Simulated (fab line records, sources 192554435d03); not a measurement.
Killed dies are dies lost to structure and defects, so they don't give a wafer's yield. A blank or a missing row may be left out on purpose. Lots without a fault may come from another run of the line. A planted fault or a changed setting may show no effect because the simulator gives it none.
Problem report in the 8D (eight disciplines) form, filled by code | flow n5_finfet | the parts of the form that need people (team, actions taken, sign-off) are left out

1. THE PROBLEM
rf_fwd_power_W at N5_BEOL_M8_VIA_ETCH_34 reads a mean of 424.9 W on 1 wafer of 1 lot; wafers without a fault read 341.7 W with a standard deviation of 1.4. That is +59 standard deviations from the usual mean.
The step: etches SiCOH lowk in C4F6/O2, target depth 125.5 nm, time 50.5 s.
First seen on wafer L404.6, day 11 19:58, on rie_diel-01. The record holds 28 wafers of 10 lots with a number at this step. Rule for "out", or "out of limits": more than 4 standard deviations from the usual mean. The other wafers with a number count as sound.

2. WHAT IT IS AND WHAT IT IS NOT
question                    | is                       | is not
which readings at this step | rf_fwd_power_W, rf_vpp_V | drypump_motor_current_A, oes_product_au, showerhead_plenum_p_Torr, throttle_valve_pct
which lots                  | L404                     | L394, L395, L408, L411, L413, L414, L415, L416, L417
which wafers of those lots  | L404.6                   | L404.1, L404.5
read on which tools         | rie_diel-01              | rie_diel-03, rie_diel-05
when                        | from day 11 19:58        | up to then (8 sound wafers); but 19 sound wafers of L408, L411, L413, L414, L415, L416, L417 came after

3. SUSPECTS, AND WHAT RULES EACH OUT
Counting: a tool at a process step up to the reading stays a suspect if it ran every lot that is out. Sound lots after the first of them don't rule it out here, since some wafers of a struck lot are sound.
- rie_diel-01 at N5_BEOL_M8_DESCUM_16 (chemistry O2, time 7.9 s): kept. It ran the lot that is out, L404 (day 11 17:20); its last sound lot up to then is L395 (day 9 14:21).
- rie_diel-01 at N5_BEOL_M8_VIA_ETCH_34 (etches SiCOH lowk in C4F6/O2, target depth 125.5 nm, time 50.5 s): kept. It ran the lot that is out, L404 (day 11 19:58); its last sound lot up to then is L395 (day 9 17:20). Its own readings are out on those wafers: rf_fwd_power_W, rf_vpp_V.
- Within rie_diel-01 at N5_BEOL_M8_DESCUM_16: the wafers that are out ran in chamber 1; their sound lot-mates ran in chambers 0, 3.
- Within rie_diel-01 at N5_BEOL_M8_VIA_ETCH_34: the wafers that are out ran in chamber 3; their sound lot-mates ran in chambers 0, 1.
Left after counting: rie_diel-01 at N5_BEOL_M8_DESCUM_16, rie_diel-01 at N5_BEOL_M8_VIA_ETCH_34.

4. THE CAUSE (what the simulator had put in)
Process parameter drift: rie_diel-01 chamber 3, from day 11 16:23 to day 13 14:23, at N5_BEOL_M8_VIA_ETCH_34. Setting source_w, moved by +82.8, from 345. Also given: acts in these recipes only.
Counting left 2 suspects, and this tool is among them.

5. THE CHAIN OF EFFECTS, in route order
Each row: a reading whose mean over the struck wafers that have a number lies more than 3 standard deviations from the usual. Only readings for which the record gives a usual standard deviation are gone through. hours: the time from each lot's start at the first step in this table that gives one to its start at this step, as a median over the lots. sigmas: the change in usual standard deviations.
hours | step                   | reading        | usual     | on struck wafers | change | sigmas
0     | N5_BEOL_M8_VIA_ETCH_34 | oes_f_703_au   | 0.81 a.u. | 1.03             | +0.22  | +3.0
0     | N5_BEOL_M8_VIA_ETCH_34 | rf_fwd_power_W | 341.7 W   | 424.9            | +83.2  | +59
0     | N5_BEOL_M8_VIA_ETCH_34 | rf_vpp_V       | 673 V     | 609              | -64    | -5.8
The process steps in it:
- N5_BEOL_M8_VIA_ETCH_34: etches SiCOH lowk in C4F6/O2, target depth 125.5 nm, time 50.5 s.

6. WHAT WOULD HAVE CAUGHT IT SOONER
In this record the first reading out of limits was taken at day 11 19:58, 4 hours after the fault began at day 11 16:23.
